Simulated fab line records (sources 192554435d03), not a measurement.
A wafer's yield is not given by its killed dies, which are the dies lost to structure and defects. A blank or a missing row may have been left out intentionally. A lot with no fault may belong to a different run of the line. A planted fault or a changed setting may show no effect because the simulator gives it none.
One fault seen from 3 desks || flow n5Finfet || every desk sees just its own numbers, and what lay behind them comes last

## THE METROLOGY DESK
Means of the sampled wafers that have a number, per lot and without regard to the tool the lot ran on: this is what the gauges read. If a lot's mean is further than 4 standard deviations from the usual mean, the lot is out of limits and carries the mark OUT (the distance appears in the brackets). Shown here are 7 of its 14 readings, the ones lying furthest out on some lot.
Columns: A = cdNm at N5_FIN_SAQP_CD_MEAS_16, usual 35.8 nm; B = DIBL_N at N5_BEOL_M4_RC_MEAS_101, usual 36.4 mV/V; C = DIBL_P at N5_BEOL_M4_RC_MEAS_101, usual 36 mV/V; D = IOFF_N at N5_BEOL_M4_RC_MEAS_101, usual 0.16 nA/um; E = ION_P at N5_BEOL_M4_RC_MEAS_101, usual 464 uA/um; F = VT_N at N5_BEOL_M4_RC_MEAS_101, usual 250 mV; G = VT_P at N5_BEOL_M4_RC_MEAS_101, usual -251 mV
{"lot": "L817", "first seen here": "day 2 15:08", "A": 35.2, "B": 36.6, "C": 37, "D": 0.18, "E": 477, "F": 244, "G": -244}
{"lot": "L827", "first seen here": "day 5 03:27", "A": 36.0, "B": 38.0, "C": 41, "D": 0.19, "E": 473, "F": 249, "G": -250}
{"lot": "L832", "first seen here": "day 6 09:10", "A": 35.3, "B": 36.8, "C": 38, "D": 0.15, "E": 454, "F": 252, "G": -256}
{"lot": "L833", "first seen here": "day 6 17:00", "A": 35.8, "B": 37.5, "C": 37, "D": 0.18, "E": 463, "F": 248, "G": -248}
{"lot": "L834", "first seen here": "day 6 21:47", "A": 35.7, "B": 39.9, "C": 39, "D": 0.22, "E": 467, "F": 244, "G": -248}
{"lot": "L836", "first seen here": "day 7 10:19", "A": 35.1, "B": 37.1, "C": 36, "D": 0.16, "E": 466, "F": 249, "G": -252}
This desk found nothing out of limits on any of the 6 lots.

## THE TOOL OWNER'S DESK: lithoTrack-05
The tool's own readings at N5_FIN_SAQP_COAT_10 (resist thk 90 nm): means of the sampled wafers that have a number, for each lot that ran on this tool. If a lot's mean is further than 4 standard deviations from the usual mean, the lot is out of limits and carries the mark OUT (the distance appears in the brackets).
Columns: A = dispensePressureKPa at N5_FIN_SAQP_COAT_10, usual 53 kPa; B = spinSpeedRpm at N5_FIN_SAQP_COAT_10, usual 1499.9 rpm
{"lot": "L817", "first seen here": "day 2 15:34", "A": 56, "B": 1499.6}
{"lot": "L834", "first seen here": "day 6 22:07", "A": 56, "B": "1604.8 (+99 or more) OUT"}
{"lot": "L836", "first seen here": "day 7 10:38", "A": 56, "B": "1605.0 (+99 or more) OUT"}
This desk finds L834, L836 out of limits, L834 being first, at day 6 22:07 (spinSpeedRpm at N5_FIN_SAQP_COAT_10). L817 stayed within limits.

## THE DEFECT DESK
For each lot, the counts of the inspections along the route, averaged over the sampled wafers that have a number. If a lot's mean is further than 4 standard deviations from the usual mean, the lot is out of limits and carries the mark OUT (the distance appears in the brackets).
Columns: A = rawDefectCount at N5_FIN_SAQP_INSPECT_18, usual 435
{"lot": "L817", "first seen here": "day 2 15:52", "A": 415}
{"lot": "L827", "first seen here": "day 5 04:05", "A": 413}
{"lot": "L832", "first seen here": "day 6 09:56", "A": 302}
{"lot": "L833", "first seen here": "day 6 17:46", "A": 321}
{"lot": "L834", "first seen here": "day 6 22:32", "A": 486}
{"lot": "L836", "first seen here": "day 7 10:56", "A": 356}
This desk found nothing out of limits on any of the 6 lots.

## ALL TOGETHER
The tool owner's desk could have raised an alarm at day 6 22:07, on L834, L836.
At the metrology desk, nothing out of limits was observed.
Nothing out of limits was seen by the defect desk.
The metrology desk has L834, L836 on record, within its limits.
The defect desk has L834, L836 on record, within its limits.
On lithoTrack-05, each named lot ran N5_FIN_SAQP_COAT_10.

## WHAT THE SIMULATOR HAD PUT IN
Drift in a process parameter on lithoTrack-05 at N5_FIN_SAQP_COAT_10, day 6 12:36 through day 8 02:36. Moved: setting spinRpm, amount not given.
Shown lots that were struck: L834, L836.
How many hours passed from the start of the fault until each desk's first out-of-limits reading: the tool owner's desk, 10.
